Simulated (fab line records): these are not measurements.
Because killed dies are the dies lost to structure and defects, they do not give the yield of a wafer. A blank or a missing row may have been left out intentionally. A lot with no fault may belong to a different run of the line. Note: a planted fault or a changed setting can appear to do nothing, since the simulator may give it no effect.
Problem report, 8D (eight disciplines) form, completed by code    flow nand harc    the parts of the form that need people (team, actions taken, sign-off) are left out

1. WHAT WENT WRONG
At NHARC_END_SORT_01, killed at array averages 116 over 6 wafers from 2 lots, while fault-free wafers read 27, standard deviation 11. That is +8.1 standard deviations from the usual mean.
Earliest sighting: wafer L805.1 on prober-02 at day 22 00:38. The record holds 6 wafers of 2 lots with a number at this step. Rule for "out" (also "out of limits"): further than 4 standard deviations from the usual mean. Any other wafer with a number is counted as sound.

2. WHAT IT IS AND WHAT IT IS NOT
question                     is                            is not
which readings at this step  killed at array, killed dies  killed at other, killed at periphery, killed open, killed short
which lots                   L805, L807                    -
which wafers of those lots   all that have a number        -
read on which gauges         prober-02                     -
when                         from day 22 00:38             up to then (0 sound wafers)

3. WHAT RULES OUT EACH SUSPECT
Counting: a tool at a process step up to the reading stays a suspect if it ran every lot that is out and no sound lot after the first of them.
- the gauge at NHARC_END_SORT_01: kept. All the wafers that are out were read on prober-02, and no step on other tools shows them out.
- rie diel-08 at NHARC_A_CONTACT_ETCH_98 (etches the open film in C4F6/O2, target depth 20 nm, time 10 s): kept. It ran every lot that is out, first L805 (day 19 13:46), and no sound lot after that.
- rtp anneal-02 at NHARC_THIN_TSV_ANNEAL_52 (time 90 s): kept. It ran every lot that is out, first L805 (day 21 08:23), and no sound lot after that.
After the count, these remain: rie diel-08 at NHARC_A_CONTACT_ETCH_98, rtp anneal-02 at NHARC_THIN_TSV_ANNEAL_52 and prober-02 at NHARC_END_SORT_01.

4. THE CAUSE (what the simulator had put in)
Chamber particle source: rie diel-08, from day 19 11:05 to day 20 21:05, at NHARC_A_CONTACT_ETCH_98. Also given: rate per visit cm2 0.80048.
3 suspects survive the count, and this tool is in that group.

5. SEQUENCE OF EFFECTS, ordered by route
Rows list readings where the struck wafers' mean (over those with a number) sits beyond 3 standard deviations from the usual. Scope: only readings with a usual standard deviation given in the record; hours: median across lots of the time from each lot's start at the first step in this table that gives one to its start at this step; sigmas: change in usual standard deviations.
hours  step               reading          usual  on struck wafers  change  sigmas
0      NHARC_END_SORT_01  killed at array  27     116               +89     +8.1
0      NHARC_END_SORT_01  killed dies      31     119               +88     +8.0

6. WHAT WOULD HAVE CAUGHT IT SOONER
The first out-of-limits reading at a measuring or inspecting step in this record came at day 22 00:38, 62 hours after the fault's start at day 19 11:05.
No tool reading at NHARC_A_CONTACT_ETCH_98 that has a usual standard deviation in the record was out on any struck wafer, so an alarm limit of 4 standard deviations on those readings would not have fired.
All the lots that are out (2) had begun NHARC_A_CONTACT_ETCH_98 on rie diel-08 by day 22 00:38. Had the tool been put on hold then, not one of them would have been saved.
